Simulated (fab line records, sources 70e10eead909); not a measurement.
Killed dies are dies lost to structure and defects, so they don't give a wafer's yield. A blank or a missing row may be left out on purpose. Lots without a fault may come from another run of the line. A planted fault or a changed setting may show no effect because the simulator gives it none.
Chamber matching | flow nand_harc | NHARC_A_STAIRCASE_DESCUM_11 on rie_diel-05: 4 sister chambers
The step chemistry O2, time 3 s. 4 wafers are shown with their chamber, then 7 later ones without.

WAFERS WITH THEIR CHAMBER
wafer  | chamber | drypump_motor_current_A (A)
L086.5 | 2       | 5.9
L088.4 | 0       | 6.8
L089.3 | 1       | 6.2
L089.4 | 3       | 5.2

WAFERS WITHOUT THEIR CHAMBER
wafer  | drypump_motor_current_A (A)
L089.6 | 6.7
L090.4 | 6.2
L090.5 | 6.8
L090.6 | 6.2
L093.2 | 5.8
L093.4 | 5.2
L093.5 | 6.2

WHICH CHAMBER EACH WENT THROUGH
wafer  | from the rows above | in truth
L089.6 | 0                   | 0
L090.4 | 1                   | 1
L090.5 | 0                   | 0
L090.6 | 1                   | 1
L093.2 | 2                   | 2
L093.4 | 3                   | 3
L093.5 | 1                   | 1
Placed correctly: 7 of 7. Can't be placed from these rows: 0. Placed wrongly: 0.
How it was worked out, from the rows above alone: a wafer's distance from a chamber is the root of the sum, over the readings, of the square of ((its reading less the chamber's mean) divided by the reading's scatter). The wafer belongs to the nearest chamber; if the next one is less than 2 further off, it can't be placed. A chamber's mean is the mean of its shown wafers. The scatter: with one shown wafer a chamber, the root of the mean of the squares of how far each hidden wafer lies from its nearest shown one.
